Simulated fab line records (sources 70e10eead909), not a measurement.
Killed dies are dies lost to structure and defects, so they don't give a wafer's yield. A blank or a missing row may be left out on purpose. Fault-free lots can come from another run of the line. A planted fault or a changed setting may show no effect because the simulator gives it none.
Chamber matching -- flow nand_harc -- NHARC_A_CONTACT_DESCUM_47 on rie_diel-11: 4 sister chambers
The step chemistry O2, time 3 s. 20 wafers are shown with their chamber, then 10 later ones without.

WAFERS PAIRED WITH THEIR CHAMBERS
wafer,chamber,drypump_motor_current_A (A),showerhead_plenum_p_Torr (Torr),rf_vpp_V (V)
L078.2,0,6.0,1.91,58.1
L078.4,1,6.6,1.92,58.3
L078.5,0,6.0,1.91,58.0
L080.1,1,6.6,1.92,58.3
L080.5,1,6.6,1.92,57.5
L080.6,2,5.3,1.99,58.7
L080.2,3,6.0,1.86,57.6
L080.3,2,5.3,1.99,59.7
L080.4,0,6.0,1.91,58.2
L083.1,1,6.6,1.92,57.9
L083.4,3,6.0,1.86,58.2
L083.6,3,6.0,1.86,56.7
L084.1,2,5.3,1.99,57.4
L084.2,0,6.0,1.91,56.4
L084.5,0,6.0,1.91,57.3
L086.1,1,6.6,1.92,56.9
L086.2,2,5.3,1.98,57.5
L086.4,3,6.0,1.86,56.5
L087.2,3,5.9,1.86,56.3
L087.3,2,5.3,1.98,57.9

SIGNATURES (averages over the wafers above)
reading,chamber 0,chamber 1,chamber 2,chamber 3,scatter within a chamber
drypump_motor_current_A,6.000,6.600,5.300,5.980,0.0224
showerhead_plenum_p_Torr,1.9100,1.9200,1.9860,1.8600,0.00274
rf_vpp_V,57.600,57.780,58.240,57.060,0.792
Rule: for each reading, subtract the chamber's mean from the wafer's reading, divide by that reading's scatter and square the result; add these up over the readings and take the root, which gives the wafer's distance from the chamber. The wafer belongs to the nearest chamber; if the next one is less than 2 further off, it can't be placed. The scatter: take each reading less its chamber's mean, square it, sum over the shown wafers, divide by the number of wafers less the number of chambers, and take the root.

WAFERS WITHOUT THEIR CHAMBER
wafer,drypump_motor_current_A (A),showerhead_plenum_p_Torr (Torr),rf_vpp_V (V)
L087.4,6.0,1.86,56.8
L090.2,6.6,1.92,60.0
L090.4,5.3,1.98,57.5
L090.5,6.0,1.90,58.1
L091.1,6.6,1.92,57.2
L091.4,6.0,1.86,56.9
L091.5,6.0,1.90,57.4
L095.2,6.0,1.90,58.0
L095.4,5.3,1.98,56.7
L095.6,5.3,1.98,59.0

WHICH CHAMBER EACH ONE RAN IN
wafer,from the rows above,in truth
L087.4,3,3
L090.2,1,1
L090.4,2,2
L090.5,0,0
L091.1,1,1
L091.4,3,3
L091.5,0,0
L095.2,0,0
L095.4,2,2
L095.6,2,2
Placed correctly: 10 of 10. Left unplaced by these rows: 0. Number placed wrongly: 0.
